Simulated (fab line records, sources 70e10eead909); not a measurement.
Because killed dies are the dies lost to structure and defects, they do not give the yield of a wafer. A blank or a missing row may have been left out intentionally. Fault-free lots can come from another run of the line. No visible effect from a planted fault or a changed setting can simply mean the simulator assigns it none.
Matching of chambers | flow nand harc | NHARC_P_M1_ETCH_35 on rie diel-05: 4 sister chambers
The step etches the open film in N2/H2, target depth 40 nm, overetch 12 nm, time 43.94 s. 4 wafers are shown with their chamber, then 10 later ones without.

## WAFERS, EACH WITH ITS CHAMBER
wafer  | chamber | drypump motor current A (A)
L086.1 | 2       | 5.7
L087.5 | 0       | 5.3
L089.1 | 1       | 6.3
L089.2 | 3       | 6.3

## WAFERS WITH NO CHAMBER GIVEN
wafer  | drypump motor current A (A)
L089.3 | 5.3
L088.2 | 6.3
L088.5 | 5.3
L088.6 | 6.3
L093.1 | 5.8
L093.2 | 6.3
L093.5 | 5.3
L097.1 | 5.3
L097.3 | 6.3
L097.6 | 6.3

## THE CHAMBER EACH PASSED THROUGH
wafer  | from the rows above     | in truth
L089.3 | 0                       | 0
L088.2 | can't be placed: 1 or 3 | 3
L088.5 | 0                       | 0
L088.6 | can't be placed: 1 or 3 | 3
L093.1 | 2                       | 2
L093.2 | can't be placed: 1 or 3 | 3
L093.5 | 0                       | 0
L097.1 | 0                       | 0
L097.3 | can't be placed: 1 or 3 | 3
L097.6 | can't be placed: 1 or 3 | 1
Placed correctly: 5 of 10. These rows do not allow placing 5 (true chamber among the candidates in 5). Wrongly placed: 0.
How it was worked out, from the rows above alone: a wafer's distance from a chamber is the root of the sum, over the readings, of the square of ((its reading less the chamber's mean) divided by the reading's scatter). If the next closest chamber is less than 2 further off than the closest, the wafer can't be placed; otherwise it belongs to the closest. A chamber's mean is the mean of its shown wafers. The scatter: root of mean squared gap, hidden wafer to nearest shown wafer, with one shown wafer a chamber.
